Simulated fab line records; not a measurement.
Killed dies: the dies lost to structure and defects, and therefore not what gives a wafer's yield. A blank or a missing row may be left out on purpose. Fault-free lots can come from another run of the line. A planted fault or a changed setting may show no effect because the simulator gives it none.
Chamber matching -- flow n5Finfet -- N5_BEOL_M7_PECVD_70 on pecvd-04 has 3 sister chambers
The step deposits SiO2 from TEOS/O2, target thk 20 nm, time 22.7 s. 6 wafers are shown with their chamber, then 8 later ones without.

== WAFERS PAIRED WITH THEIR CHAMBERS ==
wafer,chamber,throttleValvePct (%),showerheadPlenumPTorr (Torr)
L078.3,2,22.0,8.799
L078.5,2,22.0,8.792
L080.4,0,22.0,8.765
L084.1,0,22.5,8.745
L084.3,1,25.6,8.776
L086.3,1,25.9,8.759

== WAFERS WITH NO CHAMBER GIVEN ==
wafer,throttleValvePct (%),showerheadPlenumPTorr (Torr)
L086.4,20.3,8.754
L086.6,25.9,8.765
L092.1,20.2,8.787
L092.2,22.4,8.762
L092.5,20.4,8.755
L097.2,25.9,8.790
L097.4,25.8,8.783
L097.5,20.5,8.781

== THE CHAMBER EACH PASSED THROUGH ==
wafer,from the rows above,in truth
L086.4,can't be placed: 2 or 0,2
L086.6,1,1
L092.1,can't be placed: 2 or 0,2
L092.2,0,0
L092.5,can't be placed: 2 or 0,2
L097.2,1,1
L097.4,1,1
L097.5,can't be placed: 2 or 0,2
4 of 8 placed correctly. These rows do not allow placing 4 (true chamber among the candidates in 4). Placed wrongly: 0.
How it was worked out, from the rows above alone: a wafer's distance from a chamber is the root of the sum, over the readings, of the square of ((its reading less the chamber's mean) divided by the reading's scatter). The wafer belongs to the nearest chamber; if the next one is less than 2 further off, it can't be placed. The mean given for a chamber averages the wafers shown for that chamber. The scatter: take each reading less its chamber's mean, square it, sum over the shown wafers, divide by the number of wafers less the number of chambers, and take the root.
